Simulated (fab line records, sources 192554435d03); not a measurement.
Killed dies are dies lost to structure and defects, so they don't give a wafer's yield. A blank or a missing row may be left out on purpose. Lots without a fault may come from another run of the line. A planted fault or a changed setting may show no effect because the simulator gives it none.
Chamber matching | flow n5_finfet | N5_FIN_CUT_CUT_ETCH_26 on rie_diel-06: 4 sister chambers
The step etches SiNx in CH3F/O2, target depth 39 nm, time 55.7 s. 4 wafers are shown with their chamber, then 9 later ones without.

WAFERS WITH THEIR CHAMBER
wafer  | chamber | showerhead_plenum_p_Torr (Torr)
L087.5 | 2       | 2.03
L087.6 | 1       | 2.02
L089.2 | 0       | 2.01
L089.5 | 3       | 1.91

WAFERS WITHOUT THEIR CHAMBER
wafer  | showerhead_plenum_p_Torr (Torr)
L090.1 | 2.01
L090.2 | 2.01
L090.5 | 2.01
L093.1 | 2.01
L093.2 | 2.00
L093.5 | 2.02
L097.1 | 2.01
L097.2 | 1.91
L097.3 | 2.00

WHICH CHAMBER EACH WENT THROUGH
wafer  | from the rows above | in truth
L090.1 | 0                   | 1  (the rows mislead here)
L090.2 | 0                   | 0
L090.5 | 0                   | 0
L093.1 | 0                   | 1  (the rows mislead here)
L093.2 | 0                   | 0
L093.5 | 1                   | 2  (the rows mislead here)
L097.1 | 0                   | 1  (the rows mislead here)
L097.2 | 3                   | 3
L097.3 | 0                   | 0
Placed correctly: 5 of 9. Can't be placed from these rows: 0. Placed wrongly: 4.
How it was worked out, from the rows above alone: a wafer's distance from a chamber is the root of the sum, over the readings, of the square of ((its reading less the chamber's mean) divided by the reading's scatter). The wafer belongs to the nearest chamber; if the next one is less than 2 further off, it can't be placed. A chamber's mean is the mean of its shown wafers. The scatter: with one shown wafer a chamber, the root of the mean of the squares of how far each hidden wafer lies from its nearest shown one.
